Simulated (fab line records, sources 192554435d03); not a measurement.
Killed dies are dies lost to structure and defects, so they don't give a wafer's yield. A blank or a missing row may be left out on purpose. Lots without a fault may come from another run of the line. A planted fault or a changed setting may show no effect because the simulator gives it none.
Chamber matching | flow n5_finfet | N5_BEOL_M0_DEP_125 on pecvd-01: 3 sister chambers
The step deposits SiCN from 3MS/NH3, target thk 8 nm, time 14 s. 6 wafers are shown with their chamber, then 9 later ones without.

WAFERS WITH THEIR CHAMBER
wafer  | chamber | throttle_valve_pct (%) | rf_fwd_power_W (W)
L086.4 | 2       | 9.7                    | 198.9
L088.1 | 0       | 8.5                    | 199.3
L088.5 | 1       | 10.1                   | 199.3
L090.1 | 1       | 9.6                    | 199.5
L090.4 | 2       | 9.6                    | 200.8
L090.5 | 0       | 8.6                    | 198.3

WAFERS WITHOUT THEIR CHAMBER
wafer  | throttle_valve_pct (%) | rf_fwd_power_W (W)
L091.3 | 9.8                    | 199.3
L091.4 | 9.6                    | 198.6
L091.5 | 8.4                    | 199.1
L093.3 | 9.8                    | 199.5
L093.5 | 9.3                    | 199.0
L093.6 | 8.7                    | 199.0
L096.1 | 9.6                    | 199.0
L096.2 | 8.5                    | 199.1
L096.3 | 9.7                    | 199.6

WHICH CHAMBER EACH WENT THROUGH
wafer  | from the rows above          | in truth
L091.3 | can't be placed: 1 or 2      | 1
L091.4 | can't be placed: 2 or 1      | 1
L091.5 | 0                            | 0
L093.3 | can't be placed: 1 or 2      | 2
L093.5 | can't be placed: 2 or 1 or 0 | 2
L093.6 | 0                            | 0
L096.1 | can't be placed: 2 or 1      | 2
L096.2 | 0                            | 0
L096.3 | can't be placed: 2 or 1      | 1
Placed correctly: 3 of 9. Can't be placed from these rows: 6 (the true chamber is among the candidates in 6). Placed wrongly: 0.
How it was worked out, from the rows above alone: a wafer's distance from a chamber is the root of the sum, over the readings, of the square of ((its reading less the chamber's mean) divided by the reading's scatter). The wafer belongs to the nearest chamber; if the next one is less than 2 further off, it can't be placed. A chamber's mean is the mean of its shown wafers. The scatter: the root of (the sum of the squares of (reading less its chamber's mean) over the shown wafers, divided by (wafers less chambers)).
